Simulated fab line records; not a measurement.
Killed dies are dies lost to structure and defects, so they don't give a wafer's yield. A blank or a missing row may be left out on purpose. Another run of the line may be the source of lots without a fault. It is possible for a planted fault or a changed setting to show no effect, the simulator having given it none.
A struck lot beside a sound one	flow nand harc	18 steps out of a route of 1159
Sound: wafers L317.2, L317.3, L317.5. Wafers L326.2, L326.4, L326.5 were the ones struck. Last of all comes the cause.
Order at every step that has rows: each side's tool, ch and its chambers, its first start. Under that, the readings that differ: sound wafers	struck wafers	difference of the means	sigmas: that difference in standard deviations of wafers without a fault.
alike: readings whose means differ by less than 2 such deviations, and words and numbers that are the same on both sides. not compared: withheld readings, readings that some wafer has no value for, bounds like >300 that may hide the same value, and numbers for which the record gives no deviation and whose values overlap.
The two part at a step that has a row with sigmas, a row that says differs or no value, or rows on one side only. When numbers do not overlap yet have no deviation, they are printed without sigmas and do not part them. A reading that every wafer of one side lacks parts them only if that side has two wafers or more.

first, 6 steps without rows for these wafers: NHARC_THIN_TSV_COAT_27; NHARC_THIN_TSV_SOFTBAKE_28 (time 95 s); NHARC_THIN_TSV_EBR_29; NHARC_THIN_TSV_EXPOSE_30 (exposes mask PAD); NHARC_THIN_TSV_PEB_31 (peb time 85 s); NHARC_THIN_TSV_DEVELOP_32 (time 70 s).
NHARC_THIN_TSV_CD_MEAS_33 targets a cd of 5000 nm.
  sound on cd sem-01 ch 0, day 19 19:18; struck on cd sem-03 ch 0, day 22 07:58
  alike: cd nm
then, 1 step without rows for these wafers: NHARC_THIN_TSV_HARDBAKE_34 (time 80 s).
NHARC_THIN_TSV_DESCUM_35: chemistry O2, time 3 s.
  sound on rie diel-01 ch 0,1, day 19 19:29; struck on rie diel-01 ch 1,2, day 22 08:08
  alike: drypump motor current A, oes product au, rf vpp V, showerhead plenum p Torr, throttle valve pct
  not compared: rf hours counter h
NHARC_THIN_TSV_ETCH_59: etches the open film in Cl2/BCl3, target depth 880 nm, time 138.1 s.
  sound on rie metal-02 ch 0,1, day 19 19:35; struck on rie metal-02 ch 1, day 22 08:16
  alike: drypump motor current A, oes product au, throttle valve pct
  not compared: rf hours counter h
NHARC_THIN_TSV_ETCH_36: etches the open film in Cl2/BCl3, target depth 65 nm, time 18.571 s.
  sound on rie metal-02 ch 0,1, day 19 19:52; struck on rie metal-02 ch 0, day 22 08:31
reading	sound	struck	difference	sigmas
oes product au (a.u.)	0.994 0.973 0.983	1.008 1.017 1.011	+0.029	+2
  alike: drypump motor current A
  not compared: rf hours counter h
NHARC_THIN_TSV_STRIP_56: strips in O2.
  sound on plasma asher-01 ch 0,1, day 19 20:00; struck on plasma asher-02 ch 0,1, day 22 08:38
  alike: drypump motor current A, heater power w, temp c
  not compared: rf hours counter h
NHARC_THIN_TSV_STRIP_57: strips in post etch residue remover, time 1200 s.
  sound on wet bench-08 ch 0,4,6, day 19 20:18; struck on wet bench-10 ch 0,1,2, day 22 08:59
  alike: temp c
NHARC_THIN_TSV_CD_MEAS_37:
  sound: cd sem-01 at day 19 20:44; struck: cd sem-02 at day 22 09:26
  alike: cd nm
then, 1 step without rows for these wafers: NHARC_THIN_TSV_ANNEAL_58 (time 1800 s).
NHARC_THIN_TSV_INSPECT_40:
  sound: defect inspect-02 at day 20 03:19; struck: defect inspect-02 at day 22 15:05
reading	sound	struck	difference	sigmas
raw defect count	409 527 425	797 1001 877	+438	+5
NHARC_END_WLT_00:
  sound: prober-01 at day 20 03:52; struck: prober-01 at day 22 23:27
  alike: VT_DECK1_BOTTOM, VT_DECK1_BOTTOM_INNER, VT_DECK1_MEDIAN_NEAR_BOTTOM, VT_DECK1_MEDIAN_NEAR_BOTTOM_INNER, VT_DECK1_MIDDLE, VT_DECK1_MIDDLE_INNER, VT_DECK1_TOP, VT_DECK1_TOP_INNER
NHARC_END_SORT_01:
  only the struck wafers appear in the record here, on prober-01 ch 0 at day 23 02:42; the sound ones have no rows

WHERE THEY PART
First at NHARC_THIN_TSV_ETCH_36; last, within this record, at NHARC_END_SORT_01.

WHY: what the simulator had put in
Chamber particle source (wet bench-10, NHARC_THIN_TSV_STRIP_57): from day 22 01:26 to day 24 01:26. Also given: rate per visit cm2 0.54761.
